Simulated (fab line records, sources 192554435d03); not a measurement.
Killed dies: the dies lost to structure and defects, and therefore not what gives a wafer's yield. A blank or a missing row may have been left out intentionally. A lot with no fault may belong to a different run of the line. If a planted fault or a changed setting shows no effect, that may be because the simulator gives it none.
Code-filled problem report in 8D (eight disciplines) form ; flow n5_finfet ; the parts of the form that need people (team, actions taken, sign-off) are left out

1. WHAT WENT WRONG
A mean of 13.8 s is read at N5_BEOL_M3_CMP_52 for barrier_field_endpoint_s, taken on 1 wafer of 1 lot, against 24.6 s (standard deviation 0.57) on wafers free of any fault. That is -19 standard deviations from the usual mean.
The step: polishes, stops on SiOC, t overpolish 6.8 s, target thk 40 nm.
Seen first at day 11 14:19 on cmp-02, wafer L938.5. The record has a number at this step for 26 wafers belonging to 9 lots. Rule for "out" (also "out of limits"): further than 4 standard deviations from the usual mean. Any other wafer with a number is counted as sound.

2. WHAT IT IS, AND WHAT IT ISN'T
question;is;is not
which readings at this step;barrier_field_endpoint_s, time_to_endpoint_s;motor_current_A, platen_rpm
which lots;L938;L924, L925, L926, L930, L939, L942, L943, L944
which wafers of those lots;L938.5;L938.3
read on which tools;cmp-02;cmp-01, cmp-03
when;from day 11 14:19;"up to then (16 sound wafers); but 9 sound wafers of L942, L943, L944 came after"

3. WHAT RULES OUT EACH SUSPECT
Counting: if a tool at a process step up to the reading ran every lot that is out, it stays a suspect. Sound lots after the first of them don't rule it out here, since some wafers of a struck lot are sound.
- rie_diel-02 at N5_BEOL_M3_STRIP_97 (strips in N2/H2, time 10 s): kept. L938, the lot that is out, went through it at day 11 11:58; up to then, the latest sound lot through it was L939 at day 11 10:27. Because N5_BEOL_M3_STRIP_97 lacks a start for some lots, the hours and order of its lots are taken from N5_BEOL_M3_SPUTTER_48.
- pvd_sputter-02 at N5_BEOL_M3_SPUTTER_48 (material Cu, target thk 4.5 nm, time 8.29 s): kept. L938, the lot that is out, went through it at day 11 11:58; up to then, the latest sound lot through it was L925 at day 8 07:47.
- pvd_sputter-02 at N5_BEOL_M3_ANNEAL_82 (time 240 s): kept. L938, the lot that is out, went through it at day 11 12:29; up to then, the latest sound lot through it was L925 at day 8 08:18.
- cmp-02 at N5_BEOL_M3_CMP_52 (polishes, stops on SiOC, t overpolish 6.8 s, target thk 40 nm): kept. L938, the lot that is out, went through it at day 11 14:19; up to then, the latest sound lot through it was L926 at day 8 23:03. Its own readings are out on those wafers: barrier_field_endpoint_s, time_to_endpoint_s.
- Within cmp-02 at N5_BEOL_M3_CMP_52: the wafers that are out ran in chamber 3; their sound lot-mates ran in chamber 1.
Left after counting: rie_diel-02 at N5_BEOL_M3_STRIP_97, pvd_sputter-02 at N5_BEOL_M3_SPUTTER_48, pvd_sputter-02 at N5_BEOL_M3_ANNEAL_82, cmp-02 at N5_BEOL_M3_CMP_52.

4. THE CAUSE (what the simulator had put in)
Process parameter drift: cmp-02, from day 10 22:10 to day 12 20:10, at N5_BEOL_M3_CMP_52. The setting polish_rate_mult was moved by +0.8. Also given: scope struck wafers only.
Of the 4 suspects that counting leaves, this tool is one.

5. SEQUENCE OF EFFECTS, ordered by route
Each row: a reading where the mean over the struck wafers with a number is more than 3 standard deviations away from the usual. Scope: only readings with a usual standard deviation given in the record; hours: median across lots of the time from each lot's start at the first step in this table that gives one to its start at this step; sigmas: change in usual standard deviations.
hours;step;reading;usual;on struck wafers;change;sigmas
0;N5_BEOL_M3_CMP_52;barrier_field_endpoint_s;24.6 s;13.8;-10.8;-19
0;N5_BEOL_M3_CMP_52;time_to_endpoint_s;61.8 s;31.1;-30.7;-12
The process steps in it:
- N5_BEOL_M3_CMP_52: polishes, stops on SiOC, t overpolish 6.8 s, target thk 40 nm.
Later measuring or inspecting steps at which every struck wafer that the step has a row for has a number for every such reading, and none has moved that far: N5_BEOL_M4_RC_MEAS_101.

6. HOW IT WOULD HAVE BEEN CAUGHT EARLIER
In this record the first reading out of limits was taken at day 11 14:19, 16 hours after the fault began at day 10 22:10.
